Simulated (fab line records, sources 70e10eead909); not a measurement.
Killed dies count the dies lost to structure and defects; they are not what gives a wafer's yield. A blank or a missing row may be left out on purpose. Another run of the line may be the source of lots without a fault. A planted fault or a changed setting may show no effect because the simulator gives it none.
Which tool is to blame? ; flow nandHarc ; 33 wafers from 11 lots sampled at 5 of the route's 1302 steps

== WHAT THE GAUGES READ, wafer by wafer ==
NHARC_END_SORT_01.
lot;measured;on;killedAtArray;killedAtOther;killedAtPeriphery;killedDies;killedOpen;killedShort
L925;day 28 15:52;prober-01;36 49 37;1 0 1;3 7 3;40 56 41;2 3 1;4 2 1
L931;day 30 18:19;prober-01;672 674 675;2 2 0;3 1 2;677 677 677;1 4 7;3 2 1
L932;day 31 02:25;prober-02;671 670 674;5 3 1;1 4 2;677 677 677;0 2 4;0 2 2
L933;day 31 17:58;prober-02;675 675 673;0 0 0;2 2 4;677 677 677;3 1 4;6 2 6

== EACH LOT AND THE TOOL THAT RAN IT (in order: tool; ch and the chambers of the sampled wafers; start) ==
lot;NHARC_A_STAIRCASE_ETCH_221;NHARC_A_STAIRCASE_TRIM_224;NHARC_A_STAIRCASE_ETCH_225;NHARC_A_STAIRCASE_TRIM_231
L916;rieDiel-12 ch 2,3, day 15 22:29;rieDiel-12 ch 0,3, no start;rieDiel-12 ch 0,3, no start;rieDiel-12 ch 0,1,2, no start
L918;rieDiel-07 ch 1,2,3, day 16 18:51;rieDiel-07 ch 0,1,2, no start;rieDiel-07 ch 0,2,3, no start;rieDiel-08 ch 0,1,3, no start
L919;rieDiel-07 ch 1,3, day 17 09:46;rieDiel-07 ch 1,2, no start;rieDiel-07 ch 1,2,3, no start;rieDiel-12 ch 0,1, no start
L920;rieDiel-12 ch 0,1,3, day 18 03:01;rieDiel-12 ch 0,2,3, no start;rieDiel-12 ch 0,2,3, no start;rieDiel-07 ch 0,1,3, no start
L922;rieDiel-07 ch 1,2,3, day 18 08:24;rieDiel-07 ch 0,1,3, no start;rieDiel-07 ch 0,2,3, no start;rieDiel-08 ch 0,1,2, no start
L924;rieDiel-08 ch 0,2, day 19 11:19;rieDiel-08 ch 1,2,3, no start;rieDiel-08 ch 0,1, no start;rieDiel-08 ch 2,3, no start
L925;rieDiel-12 ch 1,2,3, day 20 03:40;rieDiel-12 ch 0,1, day 28 15:52 or earlier;rieDiel-12 ch 2,3, day 28 15:52 or earlier;rieDiel-08 ch 0,3, day 28 15:52 or earlier
L929;rieDiel-07 ch 1,2, day 21 00:51;rieDiel-07 ch 1,2,3, no start;rieDiel-07 ch 0,1, no start;rieDiel-07 ch 0,2,3, no start
L931;rieDiel-07 ch 0,1,2, day 22 04:08;rieDiel-07 ch 2,3, day 30 18:19 or earlier;rieDiel-07 ch 1,2,3, day 30 18:19 or earlier;rieDiel-07 ch 0,1,3, day 30 18:19 or earlier
L932;rieDiel-07 ch 0,1, day 22 21:28;rieDiel-07 ch 1,2,3, day 31 02:25 or earlier;rieDiel-07 ch 0,1,3, day 31 02:25 or earlier;rieDiel-07 ch 1,2, day 31 02:25 or earlier
L933;rieDiel-07 ch 0,2, day 23 11:38;rieDiel-07 ch 1,3, day 31 17:58 or earlier;rieDiel-07 ch 0,3, day 31 17:58 or earlier;rieDiel-07 ch 0,3, day 31 17:58 or earlier
- NHARC_A_STAIRCASE_ETCH_221: etches the open film in C4F8/O2, target depth 100 nm, time 40.5 s.
- NHARC_A_STAIRCASE_TRIM_224: chemistry O2, time 211.2 s.
- NHARC_A_STAIRCASE_ETCH_225: etches the open film in C4F8/O2, target depth 100 nm, time 40.5 s.
- NHARC_A_STAIRCASE_TRIM_231: chemistry O2, time 211.2 s.

== AS READ BY THE TOOLS THEMSELVES (means over the sampled wafers that have a number; for cases with no such wafer, the mark the record gives instead) ==
NHARC_A_STAIRCASE_ETCH_221.
lot;tool;biasW (W);chamberPressureMTorr (mTorr);oesProductAu (a.u.);rfVppV (V)
L916;rieDiel-12;1000;25.006;0.948;900
L918;rieDiel-07;999;25.005;0.942;893
L919;rieDiel-07;1002;24.996;0.950;890
L920;rieDiel-12;1000;24.983;0.937;893
L922;rieDiel-07;999;25.018;0.960;893
L924;rieDiel-08;998;25.014;0.939;891
L925;rieDiel-12;999;25.019;0.922;897
L929;rieDiel-07;998;24.980;0.967;894
L931;rieDiel-07;997;24.999;1.136;893
L932;rieDiel-07;1000;25.020;1.118;892
L933;rieDiel-07;999;24.995;1.142;894

NHARC_A_STAIRCASE_TRIM_224.
lot;tool;chamberPressureMTorr (mTorr);drypumpMotorCurrentA (A);oesProductAu (a.u.);rfVppV (V);showerheadPlenumPTorr (Torr);throttleValvePct (%)
L916;rieDiel-12;60.06;5.9;0.990;57.6;3.51;17.040
L918;rieDiel-07;59.98;6.0;0.987;57.6;3.47;17.041
L919;rieDiel-07;59.97;6.1;1.006;57.7;3.47;17.052
L920;rieDiel-12;60.00;5.9;0.993;57.8;3.56;17.038
L922;rieDiel-07;60.00;5.7;0.999;57.3;3.42;17.033
L924;rieDiel-08;59.98;5.9;1.014;58.5;3.56;17.038
L925;rieDiel-12;60.02;5.7;0.989;57.0;3.41;17.039
L929;rieDiel-07;59.99;5.7;1.011;58.0;3.41;17.035
L931;rieDiel-07;59.95;5.3;0.993;56.1;3.40;17.044
L932;rieDiel-07;60.00;5.7;0.997;56.7;3.41;17.026
L933;rieDiel-07;59.97;5.4;0.983;57.1;3.36;17.034

NHARC_A_STAIRCASE_ETCH_225.
lot;tool;biasW (W);chamberPressureMTorr (mTorr);oesProductAu (a.u.);rfVppV (V)
L916;rieDiel-12;997.0;24.990;0.938;895
L918;rieDiel-07;998.4;25.012;0.945;894
L919;rieDiel-07;999.1;24.995;0.948;892
L920;rieDiel-12;1001.1;24.992;0.934;897
L922;rieDiel-07;999.7;24.994;0.945;892
L924;rieDiel-08;1002.9;25.029;0.942;889
L925;rieDiel-12;997.0;25.007;0.935;899
L929;rieDiel-07;1001.2;24.998;0.948;893
L931;rieDiel-07;999.2;25.018;0.942;891
L932;rieDiel-07;999.9;25.022;0.945;892
L933;rieDiel-07;1001.6;25.015;0.921;890

NHARC_A_STAIRCASE_TRIM_231.
lot;tool;chamberPressureMTorr (mTorr);drypumpMotorCurrentA (A);oesProductAu (a.u.);rfVppV (V);showerheadPlenumPTorr (Torr);throttleValvePct (%)
L916;rieDiel-12;60.00;5.7;0.990;58.5;3.50;17.030
L918;rieDiel-08;59.96;5.9;1.012;58.4;3.46;17.044
L919;rieDiel-12;60.01;5.7;0.985;57.4;3.44;17.035
L920;rieDiel-07;60.05;5.7;0.995;57.1;3.42;17.038
L922;rieDiel-08;60.03;5.7;1.001;58.6;3.44;17.046
L924;rieDiel-08;59.97;6.1;1.002;57.7;3.63;17.042
L925;rieDiel-08;59.99;6.2;1.000;57.4;3.53;17.028
L929;rieDiel-07;60.07;5.6;1.001;56.5;3.44;17.023
L931;rieDiel-07;60.03;5.7;0.997;57.5;3.40;17.029
L932;rieDiel-07;59.97;6.1;1.001;57.5;3.45;17.036
L933;rieDiel-07;60.00;5.5;0.991;58.5;3.43;17.032

== THE ANSWER, worked out from the rows above alone ==
Rule: the lots themselves supply what counts as usual. Put in order of their means at a reading, lots are off if they are a third of the lots or fewer, leave a main group of 4 or more, and stand apart from it by a gap of 3 or more times the standard deviation of the main group's means; of several such gaps the widest counts. The tables above print the reading to a certain number of digits; a main group whose means all agree to those digits is not used. Also off: a lot with no number at a reading for which 4 or more lots have one. The other lots that the step has rows for count as sound. After the gauges, taken in route order, come the tools' own readings; for these a lot's mean is taken, as printed above. The first step at which some lot is off is used, and at that step the reading that is off furthest; a lot without a number counts as furthest.
Off at NHARC_A_STAIRCASE_ETCH_221 (oesProductAu): L931, L932, L933. For the main group the mean is 0.946 a.u. and the standard deviation 0.013.
If a tool, at that step or one of the process steps before it, ran each lot that is off and ran no sound lot following the first of them, it fits. One candidate fits, namely rieDiel-07 at NHARC_A_STAIRCASE_ETCH_221. Its last sound lot is L929 (day 21 00:51), its first lot that is off L931 (day 22 04:08): a fault that began between those two fits.
The tool's own readings at NHARC_A_STAIRCASE_ETCH_221 bear it out: on the lots that are off they differ by more than 5 times the standard deviation of the sound lots' means. oesProductAu reads 1.132 a.u. there against 0.946 a.u. on the sound lots.

== WHAT HAD BEEN PUT IN BY THE SIMULATOR ==
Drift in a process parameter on rieDiel-07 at NHARC_A_STAIRCASE_ETCH_221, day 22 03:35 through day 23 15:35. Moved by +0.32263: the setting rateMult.
Struck lots among those shown: L931, L932, L933. This agrees with what the rule above found.
